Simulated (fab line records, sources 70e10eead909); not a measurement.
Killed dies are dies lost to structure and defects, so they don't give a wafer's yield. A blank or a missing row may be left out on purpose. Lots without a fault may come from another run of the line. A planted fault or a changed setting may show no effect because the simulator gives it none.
fab line records | flow nand_harc
record lots=5 wafers=15 last_day=33
route steps=1302 shown P_ZERO_WELL@44 END@1302
lots that met no fault: from a run of the same line without faults
start_h: hours from the record's first day to the start of the lot's first wafer shown | wait_h: hours since the lot's step before | " the same as in the row above | L1.1+2: a row that stands for several wafers | - no value, or no start given | * or withheld: withheld | < > ~ a bound
route shown NAME@n: a module of which the file shows steps, and the number in the route of the first | usual: mean/standard deviation of fault-free wafers | same: alike in all rows | chamber/n: place in a boat | sites: the reading at each site | _std_site: their standard deviation | _edge_site: outer sites' mean less inner sites' | radius_mm: how far each site lies from the wafer's centre | mask NAME#n: copy n | behind: the tool/chamber that last shaped the wafer | hold: why the lot was held/for how many hours/how that ended | device: the transistor (n, p or np) that didn't switch | end of line: the same wafers' tests at the end of the route | a step without rows: its recipe alone | killed: dies lost to structure and defects at the first sort, not the wafer's yield | map: a wafer's dies, x killed, . not, _ none there
set.NAME: the setting as run; set.NAME@STEP: as run at that earlier step | model.NAME: the simulator's own value behind a step, which no gauge read
lots at some steps of the route; a table a step, a row a wafer
services: from which hour (start_h, from the record's first day; less than 0 if before it) a tool's chamber was out of use, for how many hours, and why
## steps
# step NHARC_P_ZERO_WELL_CD_MEAS_37
# recipe target_cd_nm=720 landing_energy_ev=500
# usual cd_nm=719.8/1.5
# columns lot.wafer tool chamber start_h wait_h cd_nm
L746.3 cd_sem-02 0 53.97 - 720.4
L746.4 " 0 " " 718.9
L746.6 " 0 " " 720.0
L752.2 cd_sem-01 0 114.12 - 718.4
L752.3 " 0 " " 720.2
L752.5 " 0 " " 718.9
L757.2 cd_sem-01 0 163.95 - 717.5
L757.3 " 0 " " 722.0
L757.6 " 0 " " 719.9
L761.4 cd_sem-03 0 204.15 - 719.2
L761.5 " 0 " " 721.7
L761.6 " 0 " " 721.5
L766.2 cd_sem-03 0 254.22 - 721.9
L766.5 " 0 " " 718.7
L766.6 " 0 " " 721.0
# step NHARC_P_ZERO_WELL_HARDBAKE_38
# recipe temp_c=125 time_s=80
# step NHARC_P_ZERO_WELL_DESCUM_39
# recipe time_s=3 o2_flow_sccm=200 ar_flow_sccm=0 bias_power_w=0 chemistry=O2
# usual chamber_pressure_mTorr=59.99/0.058 drypump_motor_current_A=6.0/0.41 oes_product_au=1.001/0.01 rf_vpp_V=57.6/0.99 showerhead_plenum_p_Torr=1.90/0.094 throttle_valve_pct=11.311/0.0093
# columns lot.wafer tool chamber start_h wait_h chamber_pressure_mTorr drypump_motor_current_A oes_product_au rf_hours_counter_h rf_vpp_V showerhead_plenum_p_Torr throttle_valve_pct
L746.3 rie_diel-07 3 54.14 - 59.97 5.6 1.011 30 58.1 1.90 11.316
L746.4 " 1 " " 60.03 6.6 1.017 30 57.1 1.83 11.318
L746.6 " 2 " " 59.88 5.6 1.000 - 57.8 2.07 11.303
L752.3 rie_diel-07 3 114.28 - 59.98 5.6 0.998 46 56.7 1.90 11.310
L752.2 " 1 " " 60.01 6.6 1.017 53 58.6 1.82 11.302
L752.5 " 3 " " 59.88 5.6 1.001 - 58.7 1.90 11.309
L757.3 rie_diel-06 3 164.13 - 60.02 6.0 1.018 7 58.6 1.92 11.313
L757.2 " 0 " " 59.97 6.1 1.004 7 58.0 1.96 11.314
L757.6 " 2 " " 60.00 5.1 0.993 - 57.9 1.93 11.311
L761.4 rie_diel-06 0 204.98 - 60.03 6.1 0.982 17 57.4 1.96 11.308
L761.5 " 3 " " 59.99 6.0 0.993 - 59.3 1.92 11.313
L761.6 " 0 " " 59.92 6.1 0.989 - 58.4 1.96 11.310
L766.2 rie_diel-06 1 254.40 - 60.02 6.2 1.016 38 57.1 1.90 11.321
L766.5 " 3 " " 60.06 6.0 0.993 - 57.5 1.92 11.314
L766.6 " 0 " " 59.94 6.0 0.997 - 57.5 1.95 11.335
# step NHARC_P_ZERO_WELL_IMPLANT_40
# recipe energy_kev=300 dose_cm2=1e+13 tilt_deg=7
# step NHARC_P_ZERO_WELL_IMPLANT_59
# recipe energy_kev=120 dose_cm2=5e+12 tilt_deg=7
# step NHARC_P_ZERO_WELL_IMPLANT_60
# recipe energy_kev=30 dose_cm2=2e+12 tilt_deg=7
# step NHARC_P_ZERO_WELL_STRIP_41
# recipe time_s=840 temp_c=130 chemistry=SPM
# step NHARC_P_ZERO_WELL_DEHYDRATE_44
# recipe temp_c=150 time_s=120
# step NHARC_P_ZERO_WELL_HMDS_45
# recipe time_s=30
# step NHARC_P_ZERO_WELL_COAT_46
# recipe spin_rpm=withheld
# step NHARC_P_ZERO_WELL_SOFTBAKE_47
# recipe temp_c=122 time_s=95
# step NHARC_P_ZERO_WELL_EBR_48
# step NHARC_P_ZERO_WELL_EXPOSE_49
# recipe na=0.6 target_cd_nm=2000 dose_mj=22.64 mask_id=P_HVPW
# columns lot.wafer tool chamber start_h wait_h mask
L746.3+4+6 krf_scanner-01 0 55.45 - P_HVPW#0
L752.2+3+5 krf_scanner-02 0 115.60 - P_HVPW#0
L757.2+3+6 krf_scanner-01 0 165.30 - P_HVPW_R1#0
L761.4+5+6 krf_scanner-02 0 206.18 - P_HVPW#0
L766.2+5+6 krf_scanner-01 0 255.70 - P_HVPW#0
# step NHARC_P_ZERO_WELL_PEB_50
# recipe peb_temp_c=118 peb_time_s=85
# step NHARC_P_ZERO_WELL_DEVELOP_51
# recipe time_s=70
# step NHARC_P_ZERO_WELL_CD_MEAS_52
# recipe target_cd_nm=2000 landing_energy_ev=500
# usual cd_nm=2000.1/1.6
# columns lot.wafer tool chamber start_h wait_h hold cd_nm
L746.3 cd_sem-03 0 55.61 - - 2001.3
L746.4 " 0 " " - 1999.0
L746.6 " 0 " " - 2000.1
L752.2 cd_sem-03 0 115.75 - - 2000.3
L752.3 " 0 " " - 2000.8
L752.5 " 0 " " - 1999.5
L757.2 cd_sem-03 0 165.45 - await_dispo/0.2h/release 1867.9
L757.3 " 0 " " await_dispo/0.2h/release 1866.5
L757.6 " 0 " " await_dispo/0.2h/release 1866.2
L757.2 cd_sem-03 0 - - - 1867.7
L757.3 " 0 " " - 1866.0
L757.6 " 0 " " - 1865.9
L761.4 cd_sem-01 0 206.33 - - 2000.1
L761.5 " 0 " " - 1999.2
L761.6 " 0 " " - 1998.8
L766.2 cd_sem-02 0 255.86 - - 1998.6
L766.5 " 0 " " - 1999.0
L766.6 " 0 " " - 1999.5
# step NHARC_END_SORT_01
# recipe temp_c=25
# usual defect_limited_yield=90.8/2.5 killed_at_array=58/17 killed_at_other=1.0/1.4 killed_at_periphery=3.6/2.4 killed_dies=62/17 killed_open=3.4/2 killed_short=2.2/1.6
# same gross_dies=677
# columns lot.wafer tool chamber start_h wait_h defect_limited_yield[%] killed_at_array killed_at_other killed_at_periphery killed_dies killed_open killed_short
L752.2 prober-02 0 658.16 2.8 92.0 49 0 5 54 4 2
L752.3 prober-02 0 658.96 3.1 94.8 32 0 3 35 3 0
L752.5 prober-02 0 660.55 3.7 93.6 36 1 6 43 4 0
# killed by level:class
L752.2 A_CHANNEL_HOLE_D2:chamber_film_flake=22 A_CHANNEL_HOLE_D1:chamber_film_flake=11 A_CONTACT:chamber_film_flake=4 P_GATE:geometric_particle:open=2 A_ONON_D1:geometric_particle:short=2 P_STI:chamber_film_flake=2 A_ZERO_WELL:chamber_film_flake=2 A_DECK1_JOINT:chamber_film_flake=2
L752.3 A_CHANNEL_HOLE_D2:chamber_film_flake=15 A_CHANNEL_HOLE_D1:chamber_film_flake=6 A_STAIRCASE:chamber_film_flake=3 A_CONTACT:chamber_film_flake=2 P_M0:geometric_particle:open=1 A_WL_FILL:geometric_particle:open=1 A_M0:geometric_particle:open=1 P_STI:chamber_film_flake=1
L752.5 A_CHANNEL_HOLE_D2:chamber_film_flake=15 A_CHANNEL_HOLE_D1:chamber_film_flake=5 A_STAIRCASE:chamber_film_flake=5 P_ZERO_WELL:chamber_film_flake=3 P_STI:chamber_film_flake=3 A_CONTACT:chamber_film_flake=3 A_DECK1_JOINT:geometric_particle:open=2 A_ZERO_WELL:chamber_film_flake=2
## services
# columns tool chamber start_h hours kind
rie_diel-06 0 35.82 - clean
rie_diel-06 1 35.82 - clean
rie_diel-06 2 35.82 - clean
rie_diel-06 3 35.82 - clean
rie_diel-06 0 60.32 - clean
rie_diel-06 1 60.32 - clean
rie_diel-06 2 60.32 - clean
rie_diel-06 3 60.32 - clean
rie_diel-06 0 84.82 - clean
rie_diel-06 1 84.82 - clean
rie_diel-06 2 84.82 - clean
rie_diel-06 3 84.82 - clean
krf_scanner-02 - 94.00 4.0 pm
rie_diel-06 0 109.32 - clean
rie_diel-06 0 117.06 5.7 repair
rie_diel-07 - 117.25 9.0 pm
krf_scanner-02 - 125.69 0.6 repair
rie_diel-07 - 129.42 1.1 repair
rie_diel-06 - 130.22 9.0 pm
krf_scanner-01 - 140.00 4.0 pm
krf_scanner-01 - 150.62 2.2 repair
krf_scanner-01 - 182.04 0.5 repair
krf_scanner-01 - 195.65 0.7 repair
krf_scanner-01 - 238.95 0.6 repair
## key
first_sign step=NHARC_P_ZERO_WELL_EXPOSE_49 reading=mask direction=changed
effect step=NHARC_P_ZERO_WELL_CD_MEAS_52 reading=visit direction=added
effect step=NHARC_P_ZERO_WELL_CD_MEAS_52 reading=cd_nm direction=down sigmas=82 usual=2000.1 struck=1866.8
met_at NHARC_P_ZERO_WELL_EXPOSE_49
struck_wafers L757.2,L757.3,L757.6
scrapped_behind NHARC_P_ZERO_WELL_CD_MEAS_52 L757.2,L757.3,L757.6
onset_between 55.45 165.30
fault kind=wrong_mask tool=any chamber=- onset_h=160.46 steps=NHARC_P_ZERO_WELL_EXPOSE_49 aux_copy=P_HVPW_R1#0 cd_offset_nm=-134.24 scope=struck_lots_only
